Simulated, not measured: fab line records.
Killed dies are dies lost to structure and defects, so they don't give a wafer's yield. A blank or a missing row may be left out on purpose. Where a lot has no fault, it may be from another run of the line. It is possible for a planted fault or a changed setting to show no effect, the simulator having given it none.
fab line records + flow n5Finfet
record:
- lots: 7
- wafers: 39
route steps=1938 shown BEOL_M15@1827 MIM_BOT_ETCH@1868
startH: hours from the record's opening day to when the first of the lot's shown wafers began + waitH: hours elapsed since this lot's preceding step + " identical to the entry in the row above + L1.1+2: one row covering several wafers at once + - no value, or no start was given + * or withheld: withheld + < > ~ a bound
route shown NAME@n: names a module that has steps shown in the file, with the first one's number in the route + usual: mean and standard deviation over wafers with no fault + same: alike in all rows + chamber/n: place in a boat + sites: each site's reading + _std_site: how widely they spread, as a standard deviation + _edge_site: outer sites' mean less inner sites' + radiusMm: for every site, how far away it sits from the centre of the wafer + mask NAME#n: copy n + behind: the last tool/chamber to shape the wafer + hold: cause of the lot's hold/its duration in hours/its outcome + device: transistor that didn't switch, given as n, p or np + end of line: the tests these same wafers got at the end of their route + where a step has no rows: the recipe by itself + killed: dies lost to structure and defects at the first sort, not the wafer's yield + map: the dies of a wafer, with x for killed, . for not killed, _ for no die there
set.NAME: the setting the step ran with; set.NAME@STEP: the setting that earlier step ran with + model.NAME: the simulator's own value behind a step, which no gauge read
one table per step and one row per wafer, for lots whose settings were changed on purpose
== steps ==
step: N5_BEOL_M15_DEP_53
recipe:
- material: SiCN
- targetThkA: 500
- tempC: withheld
- precursor: 3MS/NH3
- pressureTorr: 3
- rfW: 675
- timeS: 17.8
| lot.wafer  | tool     | chamber | startH | waitH | set.targetThkA | model.SiCN_of_BEOL_M15_DEP_53.thkNm |
|------------|----------|---------|--------|-------|----------------|-------------------------------------|
| L074.1     | pecvd-04 | 2       | 271.27 | 0.0   | 500            | 48.8                                |
| L074.2     | "        | 1       | "      | "     | 500            | 50.2                                |
| L074.3     | "        | 0       | "      | "     | 419            | 42.2                                |
| L074.4     | "        | 2       | "      | "     | 419            | 42.6                                |
| L074.5     | "        | 0       | "      | "     | 500            | 50.8                                |
| L074.6     | "        | 1       | "      | "     | 419            | 43                                  |
| L075.1+5   | pecvd-03 | 1,2     | 271.94 | 0.0   | 500            | 49.8                                |
| L075.2     | "        | 2       | "      | "     | 500            | 49                                  |
| L075.3     | "        | 0       | "      | "     | 500            | 49.4                                |
| L075.4     | "        | 1       | "      | "     | 500            | 50.8                                |
| L075.6     | "        | 0       | "      | "     | 500            | 50.4                                |
| L076.1     | pecvd-03 | 1       | 284.06 | 0.0   | 500            | 49.4                                |
| L076.2     | "        | 2       | "      | "     | 500            | 48.6                                |
| L076.3     | "        | 0       | "      | "     | 380.4          | 37                                  |
| L076.4+6   | "        | 0,2     | "      | "     | 380.4          | 37.6                                |
| L076.5     | "        | 1       | "      | "     | 500            | 50.4                                |
| L077.1     | pecvd-03 | 0       | 288.16 | 0.0   | 500            | 50.4                                |
| L077.2     | "        | 1       | "      | "     | 230.1          | 23.4                                |
| L077.3     | "        | 2       | "      | "     | 500            | 49.2                                |
| L077.4     | "        | 0       | "      | "     | 500            | 51                                  |
| L077.5     | "        | 2       | "      | "     | 230.1          | 23                                  |
| L077.6     | "        | 1       | "      | "     | 230.1          | 23.2                                |
| L078.3+6   | pecvd-04 | 0,2     | 292.34 | 0.0   | 500            | 49                                  |
| L078.5     | "        | 1       | "      | "     | 500            | 49.2                                |
| L080.1     | pecvd-03 | 1       | 298.71 | 0.0   | 751.4          | 75.4                                |
| L080.2     | "        | 0       | "      | "     | 500            | 50.2                                |
| L080.3     | "        | 2       | "      | "     | 751.4          | 75                                  |
| L080.4     | "        | 2       | "      | "     | 751.4          | 75.8                                |
| L080.5     | "        | 1       | "      | "     | 500            | 51.2                                |
| L080.6     | "        | 0       | "      | "     | 500            | 50.8                                |
| L091.1     | pecvd-03 | 2       | 367.66 | 0.0   | 500            | 48.8                                |
| L091.2+3+4 | "        | 0,1,2   | "      | "     | 500            | 49.4                                |
| L091.5     | "        | 0       | "      | "     | 500            | 49.6                                |
| L091.6     | "        | 1       | "      | "     | 500            | 50.2                                |
step: N5_MIM_BOT_ETCH_ETCH_00
recipe:
- chemistry: Cl2/BCl3
- target: TiN
- targetDepthA: 455
- ionEnergyEv: 150
- pressureMtorr: 10
- icpW: 1000
- biasW: 126
- Cl2_flow_sccm: 53.25
- bcl3FlowSccm: 21.75
- Ar_flow_sccm: 25
| lot.wafer | tool        | chamber | startH | waitH | set.targetDepthA | model.etch.depthNm | model.MIM_BOT_ETCH.cdOffsetNm |
|-----------|-------------|---------|--------|-------|------------------|--------------------|-------------------------------|
| L074.1    | rieMetal-01 | 1       | 276.58 | 0.1   | 455              | 47.75              | -0.4                          |
| L074.2    | "           | 0       | "      | "     | 677.5            | 65.79              | -0.8                          |
| L074.3    | "           | 0       | "      | "     | 455              | 44.32              | -0.4                          |
| L074.4    | "           | 1       | "      | "     | 677.5            | 71.11              | -1.2                          |
| L074.5    | "           | 1       | "      | "     | 677.5            | 71.36              | -1.6                          |
| L074.6    | "           | 0       | "      | "     | 455              | 44.45              | -0.2                          |
| L075.1    | rieMetal-02 | 1       | 276.76 | 0.1   | 688.2            | 69.72              | -1.2                          |
| L075.2    | "           | 0       | "      | "     | 455              | 48.48              | -0.2                          |
| L075.3    | "           | 1       | "      | "     | 688.2            | 69.77              | -1.6                          |
| L075.4    | "           | 0       | "      | "     | 455              | 47.58              | -0.2                          |
| L075.5    | "           | 1       | "      | "     | 688.2            | 69.74              | -1.6                          |
| L075.6    | "           | 0       | "      | "     | 455              | 48.05              | -0.2                          |
| L076.1    | rieMetal-03 | 0       | 289.10 | 0.1   | 371.1            | 36.38              | 0.6                           |
| L076.2    | "           | 1       | "      | "     | 455              | 45.4               | 0                             |
| L076.3    | "           | 0       | "      | "     | 371.1            | 36.55              | 0.4                           |
| L076.4    | "           | 1       | "      | "     | 455              | 45.93              | 0                             |
| L076.5    | "           | 0       | "      | "     | 371.1            | 36.73              | 0.2                           |
| L076.6    | "           | 1       | "      | "     | 455              | 45.56              | -0.2                          |
| L077.1    | rieMetal-02 | 1       | 293.09 | 0.1   | 455              | 46.53              | 0.2                           |
| L077.2    | "           | 0       | "      | "     | 455              | 48.31              | 0.2                           |
| L077.3    | "           | 0       | "      | "     | 455              | 48.28              | 0                             |
| L077.4    | "           | 1       | "      | "     | 455              | 46.51              | 0                             |
| L077.5    | "           | 1       | "      | "     | 455              | 46.77              | 0                             |
| L077.6    | "           | 0       | "      | "     | 455              | 48.14              | 0                             |
| L078.3    | rieMetal-02 | 1       | 296.77 | 0.1   | 455              | 46.48              | 0                             |
| L078.5    | "           | 0       | "      | "     | 455              | 47.73              | 0.4                           |
| L078.6    | "           | 1       | "      | "     | 455              | 45.87              | 0.2                           |
| L080.1    | rieMetal-02 | 1       | 305.50 | 0.1   | 455              | 46.64              | -0.4                          |
| L080.2    | "           | 0       | "      | "     | 684.4            | 71.91              | -1                            |
| L080.3    | "           | 1       | "      | "     | 684.4            | 69.53              | -1.4                          |
| L080.4    | "           | 0       | "      | "     | 455              | 48.23              | 0.2                           |
| L080.5    | "           | 1       | "      | "     | 684.4            | 69.73              | -1.4                          |
| L080.6    | "           | 0       | "      | "     | 455              | 47.62              | 0                             |
| L091.1    | rieMetal-03 | 0       | 373.58 | 0.1   | 455              | 45.4               | 0                             |
| L091.2    | "           | 1       | "      | "     | 455              | 45.78              | 0.2                           |
| L091.3    | "           | 1       | "      | "     | 194.2            | 19.61              | 1.2                           |
| L091.4    | "           | 0       | "      | "     | 194.2            | 19.1               | 1.2                           |
| L091.5    | "           | 0       | "      | "     | 194.2            | 19.16              | 1.2                           |
| L091.6    | "           | 1       | "      | "     | 455              | 46.25              | 0                             |
== key ==
split:
- step: N5_BEOL_M15_DEP_53
- setting: targetThkA
- stated: 500
- by: wafer
response:
- step: N5_BEOL_M15_DEP_53
- reading: model.SiCN_of_BEOL_M15_DEP_53.thkNm
- change: +0.495
- per: 1%
- r: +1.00
split:
- step: N5_MIM_BOT_ETCH_ETCH_00
- setting: targetDepthA
- stated: 455
- by: wafer
response:
- step: N5_MIM_BOT_ETCH_ETCH_00
- reading: model.etch.depthNm
- change: +0.458
- per: 1%
- r: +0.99
response:
- step: N5_MIM_BOT_ETCH_ETCH_00
- reading: model.MIM_BOT_ETCH.cdOffsetNm
- change: -0.0216
- per: 1%
- r: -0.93
